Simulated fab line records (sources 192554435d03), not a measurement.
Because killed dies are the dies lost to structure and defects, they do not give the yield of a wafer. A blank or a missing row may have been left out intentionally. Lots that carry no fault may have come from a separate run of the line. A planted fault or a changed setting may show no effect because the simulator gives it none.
Matching of chambers | flow n5 finfet | N5_BEOL_M4_ETCH_63 on rie diel-02 has 4 sister chambers
The step etches SiARC in CF4, target depth 15.6 nm, time 26 s. 8 wafers are shown with their chamber, then 8 later ones without.

## WAFERS PAIRED WITH THEIR CHAMBERS
wafer  | chamber | drypump motor current A (A) | throttle valve pct (%)
L077.1 | 2       | 6.5                         | 15.70
L077.3 | 1       | 5.5                         | 15.87
L083.4 | 2       | 6.5                         | 15.71
L086.1 | 3       | 5.1                         | 16.13
L086.2 | 1       | 5.5                         | 15.89
L087.5 | 0       | 5.2                         | 15.10
L087.6 | 3       | 5.1                         | 16.13
L089.2 | 0       | 5.3                         | 15.14

## WAFERS MISSING THEIR CHAMBER
wafer  | drypump motor current A (A) | throttle valve pct (%)
L089.3 | 6.5                         | 15.74
L089.6 | 6.5                         | 15.74
L093.1 | 6.5                         | 15.74
L093.4 | 6.5                         | 15.76
L093.5 | 5.5                         | 15.93
L097.1 | 5.1                         | 15.68
L097.4 | 6.5                         | 15.80
L097.5 | 5.1                         | 15.69

## CHAMBER TAKEN BY EACH
wafer  | from the rows above | in truth
L089.3 | 2                   | 2
L089.6 | 2                   | 2
L093.1 | 2                   | 2
L093.4 | 2                   | 2
L093.5 | 1                   | 1
L097.1 | 1                   | 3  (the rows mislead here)
L097.4 | 2                   | 2
L097.5 | 1                   | 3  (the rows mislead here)
Placed correctly: 6 of 8. Can't be placed from these rows: 0. Number placed wrongly: 2.
How it was worked out, from the rows above alone: a wafer's distance from a chamber is the root of the sum, over the readings, of the square of ((its reading less the chamber's mean) divided by the reading's scatter). If the next closest chamber is less than 2 further off than the closest, the wafer can't be placed; otherwise it belongs to the closest. For every chamber, the mean is computed from those of its wafers that are shown. How the scatter is found: for the shown wafers, subtract from each reading the mean of its chamber, square and add these, divide the total by (wafers less chambers), then take the root.
